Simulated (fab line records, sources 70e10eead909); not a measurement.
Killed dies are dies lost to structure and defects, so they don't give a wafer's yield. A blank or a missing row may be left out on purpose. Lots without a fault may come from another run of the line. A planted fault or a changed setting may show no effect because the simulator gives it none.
fab line records | flow nand_harc
record lots=5 wafers=15 last_day=24
route steps=1159 shown P_GATE@155 END@1159
lots that met no fault: from a run of the same line without faults
start_h: hours from the record's first day to the start of the lot's first wafer shown | wait_h: hours since the lot's step before | " the same as in the row above | L1.1+2: a row that stands for several wafers | - no value, or no start given | * or withheld: withheld | < > ~ a bound
route shown NAME@n: a module of which the file shows steps, and the number in the route of the first | usual: mean/standard deviation of fault-free wafers | same: alike in all rows | chamber/n: place in a boat | sites: the reading at each site | _std_site: their standard deviation | _edge_site: outer sites' mean less inner sites' | radius_mm: how far each site lies from the wafer's centre | mask NAME#n: copy n | behind: the tool/chamber that last shaped the wafer | hold: why the lot was held/for how many hours/how that ended | device: the transistor (n, p or np) that didn't switch | end of line: the same wafers' tests at the end of the route | a step without rows: its recipe alone | killed: dies lost to structure and defects at the first sort, not the wafer's yield | map: a wafer's dies, x killed, . not, _ none there
set.NAME: the setting as run; set.NAME@STEP: as run at that earlier step | model.NAME: the simulator's own value behind a step, which no gauge read
lots at some steps of the route; a table a step, a row a wafer
services: from which hour (start_h, from the record's first day; less than 0 if before it) a tool's chamber was out of use, for how many hours, and why
## steps
# step NHARC_P_GATE_ALD_36
# recipe target_thk_a=200 pulse_time_s=60 ald_cycles=223 temp_c=400 material=SiNx
# usual heater_power_w=828/61 precursor_pulse_height_rel=1.001/0.021
# columns lot.wafer tool chamber start_h wait_h heater_power_w precursor_pulse_height_rel
L476.1 ald_sin-02 3 95.11 - 812 0.984
L476.2 " 0 96.16 - 848 1.007
L476.3 " 2 98.27 - 902 1.008
L478.2 ald_sin-01 1 107.22 - 694 1.017
L478.1 " 2 108.26 - 780 1.002
L478.4 " 3 109.31 - 822 0.980
L487.4 ald_sin-01 2 166.59 - 771 0.992
L487.3 " 3 167.65 - 884 0.993
L487.5 " 2 170.83 - 778 0.994
L494.3 ald_sin-02 2 202.84 - 913 1.020
L494.1 " 3 203.88 - 827 0.953
L494.6 " 2 207.02 - 942 1.020
L498.2 ald_sin-04 0 226.01 - 724 1.008
L498.4 " 1 227.07 - 853 0.996
L498.3 " 2 228.12 - 832 1.014
# step NHARC_P_GATE_ETCHBACK_37
# recipe target_depth_a=345 time_s=17.2 chf3_flow_sccm=50 o2_flow_sccm=10 ar_flow_sccm=200 rf_w=500 bias_w=200 chemistry=CHF3/O2
# usual drypump_motor_current_A=5.8/0.46 mfc_ar_sccm=200.0/0.59 oes_product_au=0.95/0.037 rf_vpp_V=370.2/2.5 showerhead_plenum_p_Torr=2.38/0.1 throttle_valve_pct=20.573/0.0098
# columns lot.wafer tool chamber start_h wait_h drypump_motor_current_A mfc_ar_sccm oes_product_au rf_hours_counter_h rf_vpp_V showerhead_plenum_p_Torr throttle_valve_pct
L476.2 rie_diel-03 2 - - 5.8 200.6 0.94 11 371.7 2.43 20.568
L476.3 " 0 " " 5.8 199.9 0.92 11 369.3 2.35 20.577
L476.1 " 1 " " 5.4 199.8 0.93 11 372.9 2.58 20.565
L478.1 rie_diel-03 2 - - 5.8 200.8 0.93 15 371.8 2.43 20.567
L478.4 " 3 " " 6.5 200.4 0.92 15 367.6 2.30 20.586
L478.2 " 1 " " 5.4 200.5 0.92 14 375.0 2.58 20.579
L487.3 rie_diel-03 2 - - 5.8 199.9 1.00 26 371.2 2.43 20.584
L487.4 " 0 " " 5.8 199.4 1.01 23 368.2 2.35 20.593
L487.5 " 3 " " 6.5 200.5 1.00 - 367.6 2.30 20.577
L494.3 rie_diel-13 1 - - 6.0 200.2 0.91 31 369.5 2.35 20.568
L494.1 " 2 " " 5.0 201.1 0.92 30 370.2 2.37 20.572
L494.6 " 1 " " 6.0 200.2 0.90 - 370.6 2.35 20.584
L498.2 rie_diel-03 3 - - 6.5 199.5 0.93 2 369.0 2.30 20.550
L498.3 " 0 " " 5.8 199.5 0.92 2 369.1 2.35 20.561
L498.4 " 1 " " 5.4 200.9 0.93 2 375.4 2.57 20.564
# step NHARC_P_GATE_STRIP_101
# recipe time_s=20 o2_flow_sccm=500 ar_flow_sccm=0 bias_w=0 chemistry=O2
# usual drypump_motor_current_A=5.8/0.45 mfc_ar_sccm=0.006/0.0076 oes_product_au=1.003/0.012 rf_vpp_V=57.7/0.87 showerhead_plenum_p_Torr=3.51/0.15 throttle_valve_pct=17.038/0.0088
# columns lot.wafer tool chamber start_h wait_h drypump_motor_current_A mfc_ar_sccm oes_product_au rf_hours_counter_h rf_vpp_V showerhead_plenum_p_Torr throttle_valve_pct
L476.2 rie_diel-03 0 104.71 0.1 5.9 0 0.985 11 56.8 3.46 17.036
L476.1 " 1 " " 5.4 0 1.001 11 58.2 3.78 17.039
L476.3 " 2 " " 5.9 0.018 1.014 11 58.8 3.57 17.036
L478.2 rie_diel-03 2 115.72 0.1 5.8 0.018 1.005 15 56.8 3.57 17.054
L478.4 " 3 " " 6.5 0.016 0.998 15 56.5 3.39 17.041
L478.1 " 0 " " 5.8 0 0.987 14 57.9 3.46 17.037
L487.3 rie_diel-03 2 176.28 0.1 5.8 0.018 1.002 26 56.2 3.56 17.041
L487.4 " 0 " " 5.9 0 1.004 23 57.0 3.45 17.046
L487.5 " 2 " " 5.8 0.018 1.003 - 57.3 3.56 17.042
L494.1 rie_diel-13 2 212.39 0.1 5.0 0 0.997 30 57.4 3.48 17.032
L494.3 " 1 " " 6.0 0.007 0.998 31 57.0 3.46 17.038
L494.6 " 3 " " 6.1 0.004 0.992 - 59.2 3.79 17.045
L498.4 rie_diel-03 1 234.56 0.1 5.4 0 0.997 2 57.5 3.77 17.042
L498.2 " 3 " " 6.5 0.016 1.007 2 57.1 3.38 17.032
L498.3 " 0 " " 5.9 0 0.993 2 58.5 3.45 17.031
# step NHARC_P_GATE_PRECLEAN_97
# recipe time_s=600 temp_c=120 chemistry=SPM
# step NHARC_P_GATE_SRD_98
# step NHARC_P_GATE_PRECLEAN_99
# recipe time_s=* temp_c=50 bath_age_min=0 chemistry=SC1
# step NHARC_P_GATE_SRD_100
# step NHARC_P_GATE_DEHYDRATE_38
# recipe temp_c=150 time_s=120
# step NHARC_P_GATE_HMDS_39
# recipe time_s=30
# step NHARC_P_GATE_COAT_40
# recipe spin_rpm=3000
# step NHARC_P_GATE_SOFTBAKE_41
# recipe temp_c=122 time_s=95
# step NHARC_P_GATE_EBR_42
# step NHARC_P_GATE_EXPOSE_43
# recipe na=0.6 target_cd_nm=720 dose_mj=14.81 mask_id=P_NSD
# usual reticle_temp_C=23.00/0.1
# columns lot.wafer tool chamber start_h wait_h mask reticle_temp_C
L476.1 krf_scanner-04 0 105.34 - P_NSD#0 22.90
L476.2 " 0 " " P_NSD#0 22.74
L476.3 " 0 " " P_NSD#0 22.91
L478.1 krf_scanner-03 0 116.48 - P_HVPW#0 23.13
L478.2 " 0 " " P_HVPW#0 23.20
L478.4 " 0 " " P_HVPW#0 23.18
L487.3 krf_scanner-03 0 177.18 - P_NSD#0 23.05
L487.4 " 0 " " P_NSD#0 23.14
L487.5 " 0 " " P_NSD#0 22.95
L494.1 krf_scanner-03 0 213.16 - P_NSD#0 23.19
L494.3 " 0 " " P_NSD#0 23.07
L494.6 " 0 " " P_NSD#0 23.11
L498.2 krf_scanner-02 0 235.45 - P_NSD#0 23.20
L498.3 " 0 " " P_NSD#0 23.13
L498.4 " 0 " " P_NSD#0 23.02
# step NHARC_P_GATE_PEB_44
# recipe peb_temp_c=118 peb_time_s=85
# step NHARC_P_GATE_DEVELOP_45
# recipe time_s=70
# step NHARC_P_GATE_CD_MEAS_46
# recipe target_cd_nm=720 landing_energy_ev=500
# usual cd_nm=720.7/2.2
# columns lot.wafer tool chamber start_h wait_h cd_nm
L476.1 cd_sem-03 0 105.50 - 719.7
L476.2 " 0 " " 719.3
L476.3 " 0 " " 717.7
L478.1 cd_sem-01 0 116.63 - -
L478.2 " 0 " " -
L478.4 " 0 " " -
L487.3 cd_sem-01 0 177.33 - 721.2
L487.4 " 0 " " 723.1
L487.5 " 0 " " 720.4
L494.1 cd_sem-01 0 213.31 - 721.9
L494.3 " 0 " " 719.7
L494.6 " 0 " " 722.1
L498.2 cd_sem-02 0 235.60 - 718.0
L498.3 " 0 " " 723.5
L498.4 " 0 " " 719.0
# step NHARC_P_GATE_HARDBAKE_47
# recipe temp_c=125 time_s=80
# step NHARC_END_SORT_01
# recipe temp_c=25
# usual killed_at_array=27/11 killed_at_other=0.7/1.1 killed_at_periphery=3.6/2.4 killed_dies=32/11 killed_open=3.3/1.8 killed_short=2.1/1.5
# same gross_dies=677
# columns lot.wafer tool chamber start_h wait_h killed_at_array killed_at_other killed_at_periphery killed_dies killed_open killed_short
L478.1 prober-02 0 468.42 2.5 22 0 655 677 2 3
L478.2 prober-02 0 469.21 2.8 33 0 644 677 4 2
L478.4 prober-02 0 470.78 3.4 31 1 645 677 1 3
L487.5 prober-01 0 513.12 3.7 29 0 2 31 5 0
# killed by level:class
L478.1 P_GATE:area_expose=650 A_CHANNEL_HOLE_D1:chamber_film_flake=10 A_SLIT:chamber_film_flake=6 P_ZERO_WELL:chamber_film_flake=2 A_STAIRCASE:chamber_film_flake=2 P_GATE:geometric_particle:short=1 P_GATE:geometric_particle:open=1 P_CONTACT:geometric_particle:short=1
L478.2 P_GATE:area_expose=643 A_CHANNEL_HOLE_D1:chamber_film_flake=13 A_SLIT:chamber_film_flake=8 A_CONTACT:chamber_film_flake=3 A_WL_FILL:geometric_particle:open=2 A_STAIRCASE:chamber_film_flake=2 A_SOURCE_PLATE:geometric_particle:short=1 A_CHANNEL_FILL_D1:geometric_particle:open=1
L478.4 P_GATE:area_expose=644 A_SLIT:chamber_film_flake=11 A_CHANNEL_HOLE_D1:chamber_film_flake=10 A_STAIRCASE:chamber_film_flake=3 A_WL_FILL:geometric_particle:short=2 A_CONTACT:chamber_film_flake=2 A_CONTACT:geometric_particle:open=1 A_M1:geometric_particle:short=1
L487.5 A_SLIT:chamber_film_flake=14 A_CONTACT:chamber_film_flake=8 A_M0:geometric_particle:open=2 A_STAIRCASE:chamber_film_flake=2 P_GATE:geometric_particle:open=1 A_ONON_D1:geometric_particle:open=1 A_WL_FILL:geometric_particle:open=1 P_M1:chamber_film_flake=1
# map L478.1 (x killed, . not)
____________x____________
_________xxxxxxx_________
_______xxxxxxxxxxx_______
______xxxxxxxxxxxxx______
_____xxxxxxxxxxxxxxx_____
____xxxxxxxxxxxxxxxxx____
____xxxxxxxxxxxxxxxxx____
___xxxxxxxxxxxxxxxxxxx___
___xxxxxxxxxxxxxxxxxxx___
__xxxxxxxxxxxxxxxxxxxxx__
__xxxxxxxxxxxxxxxxxxxxx__
_xxxxxxxxxxxxxxxxxxxxxxx_
_xxxxxxxxxxxxxxxxxxxxxxx_
_xxxxxxxxxxxxxxxxxxxxxxx_
_xxxxxxxxxxxxxxxxxxxxxxx_
_xxxxxxxxxxxxxxxxxxxxxxx_
xxxxxxxxxxxxxxxxxxxxxxxxx
xxxxxxxxxxxxxxxxxxxxxxxxx
xxxxxxxxxxxxxxxxxxxxxxxxx
xxxxxxxxxxxxxxxxxxxxxxxxx
xxxxxxxxxxxxxxxxxxxxxxxxx
_xxxxxxxxxxxxxxxxxxxxxxx_
_xxxxxxxxxxxxxxxxxxxxxxx_
_xxxxxxxxxxxxxxxxxxxxxxx_
_xxxxxxxxxxxxxxxxxxxxxxx_
_xxxxxxxxxxxxxxxxxxxxxxx_
__xxxxxxxxxxxxxxxxxxxxx__
__xxxxxxxxxxxxxxxxxxxxx__
___xxxxxxxxxxxxxxxxxxx___
___xxxxxxxxxxxxxxxxxxx___
____xxxxxxxxxxxxxxxxx____
____xxxxxxxxxxxxxxxxx____
_____xxxxxxxxxxxxxxx_____
______xxxxxxxxxxxxx______
_______xxxxxxxxxxx_______
_________xxxxxxx_________
____________x____________
# map L487.3 (x killed, . not)
____________.____________
_________.....x._________
_______........x.x_______
______...........x.______
_____..............._____
____.................____
____.................____
___...................___
___.....x.x...........___
__x...x................__
__...x.................__
_......................._
_....xx................._
_....xx.....x..........._
_..xxx............x....._
_.....xxx..............._
.....xxx.x...............
....x.x..................
....xx......x............
.........................
......xx.................
_......x...x............_
_......................._
_......................._
_......................._
_..x........x..........._
__......x..............__
__........x...........x__
___...................___
___...................___
____.........x.......____
____.................____
_____...........x..._____
______......x......______
_______..........._______
_________......._________
____________.____________
## services
# columns tool chamber start_h hours kind
rie_diel-03 0 71.80 - clean
rie_diel-03 1 71.80 - clean
rie_diel-03 2 71.80 - clean
rie_diel-03 3 71.80 - clean
ald_sin-01 0 80.72 4.8 repair
ald_sin-04 2 83.67 9.6 repair
krf_scanner-03 - 90.23 0.5 repair
rie_diel-03 0 96.32 - clean
rie_diel-03 1 96.32 - clean
rie_diel-03 2 96.32 - clean
rie_diel-03 3 96.32 - clean
rie_diel-13 - 99.04 9.0 pm
rie_diel-03 0 120.84 - clean
rie_diel-03 1 120.84 - clean
rie_diel-03 2 120.84 - clean
krf_scanner-04 - 146.27 4.0 pm
rie_diel-03 0 146.55 8.5 repair
krf_scanner-02 - 146.58 2.1 repair
rie_diel-03 3 147.82 10.4 repair
krf_scanner-03 - 168.00 4.0 pm
ald_sin-04 - 186.00 10.0 pm
krf_scanner-03 - 188.82 7.6 repair
ald_sin-04 - 200.90 2.6 repair
krf_scanner-02 - 210.00 4.0 pm
## key
first_sign step=NHARC_P_GATE_EXPOSE_43 reading=mask direction=changed
effect step=NHARC_P_GATE_CD_MEAS_46 reading=cd_nm direction=missing
effect step=NHARC_END_SORT_01 reading=killed_at_periphery direction=up sigmas=99+ usual=3.6 struck=648
more_kills_born_at NHARC_P_GATE_EXPOSE_43@krf_scanner-03=1937
met_at NHARC_P_GATE_EXPOSE_43
struck_wafers L478.1,L478.2,L478.4
later_rows_left_out L478.1,L478.2,L478.4
tester_left_out L478
fault kind=wrong_mask tool=any chamber=- onset_h=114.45 steps=NHARC_P_GATE_EXPOSE_43 aux_copy=P_HVPW#0 scope=struck_lots_only
# tester_left_out: of these lots the tester's yield and bins aren't shown, on N5 and GAA mostly nor the transistor test; their killed dies are dies lost to structure and defects alone, not to doping, threshold or leakage, so they don't give the yield
# later_rows_left_out: the simulator's readings of these wafers behind a module that went badly wrong aren't trusted and aren't shown, but for the sort
